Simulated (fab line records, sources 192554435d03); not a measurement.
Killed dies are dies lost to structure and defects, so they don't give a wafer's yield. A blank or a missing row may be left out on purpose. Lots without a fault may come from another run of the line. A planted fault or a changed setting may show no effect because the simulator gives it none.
Chamber matching | flow n5_finfet | N5_HKMG_FIN_ETCH_32 on rie_diel-01: 4 sister chambers
The step etches SOC in N2/H2, target depth 240 nm, time 300 s. 16 wafers are shown with their chamber, then 8 later ones without.

WAFERS WITH THEIR CHAMBER
wafer  | chamber | drypump_motor_current_A (A) | showerhead_plenum_p_Torr (Torr) | throttle_valve_pct (%)
L075.4 | 1       | 5.8                         | 2.53                            | 18.6
L075.5 | 1       | 5.8                         | 2.53                            | 18.6
L075.6 | 2       | 5.3                         | 2.67                            | 17.9
L076.2 | 2       | 5.3                         | 2.67                            | 17.9
L076.3 | 3       | 6.0                         | 2.57                            | 17.8
L076.6 | 2       | 5.3                         | 2.67                            | 17.9
L077.3 | 0       | 6.3                         | 2.59                            | 17.9
L077.5 | 0       | 6.4                         | 2.59                            | 18.0
L077.6 | 3       | 6.0                         | 2.57                            | 17.8
L085.2 | 2       | 5.3                         | 2.66                            | 18.0
L085.4 | 1       | 5.7                         | 2.53                            | 18.6
L085.5 | 0       | 6.3                         | 2.58                            | 18.0
L086.2 | 2       | 5.3                         | 2.66                            | 18.0
L086.3 | 1       | 5.8                         | 2.53                            | 18.6
L086.6 | 1       | 5.8                         | 2.53                            | 18.6
L087.3 | 3       | 6.0                         | 2.56                            | 17.9

SIGNATURES (means of the wafers above)
reading                  | chamber 0 | chamber 1 | chamber 2 | chamber 3 | scatter within a chamber
drypump_motor_current_A  | 6.333     | 5.780     | 5.300     | 6.000     | 0.035
showerhead_plenum_p_Torr | 2.5867    | 2.5300    | 2.6660    | 2.5667    | 0.00459
throttle_valve_pct       | 17.967    | 18.600    | 17.940    | 17.833    | 0.0459
Rule: a wafer's distance from a chamber is the root of the sum, over the readings, of the square of ((its reading less the chamber's mean) divided by the reading's scatter). The wafer belongs to the nearest chamber; if the next one is less than 2 further off, it can't be placed. The scatter: the root of (the sum of the squares of (reading less its chamber's mean) over the shown wafers, divided by (wafers less chambers)).

WAFERS WITHOUT THEIR CHAMBER
wafer  | drypump_motor_current_A (A) | showerhead_plenum_p_Torr (Torr) | throttle_valve_pct (%)
L087.5 | 6.3                         | 2.58                            | 18.0
L087.6 | 6.0                         | 2.56                            | 17.9
L094.3 | 5.8                         | 2.52                            | 18.6
L094.4 | 5.3                         | 2.66                            | 18.0
L094.6 | 5.3                         | 2.66                            | 18.0
L097.2 | 6.0                         | 2.55                            | 17.9
L097.4 | 5.8                         | 2.52                            | 18.7
L097.6 | 6.0                         | 2.55                            | 17.9

WHICH CHAMBER EACH WENT THROUGH
wafer  | from the rows above | in truth
L087.5 | 0                   | 0
L087.6 | 3                   | 3
L094.3 | 1                   | 1
L094.4 | 2                   | 2
L094.6 | 2                   | 2
L097.2 | 3                   | 3
L097.4 | 1                   | 1
L097.6 | 3                   | 3
Placed correctly: 8 of 8. Can't be placed from these rows: 0. Placed wrongly: 0.
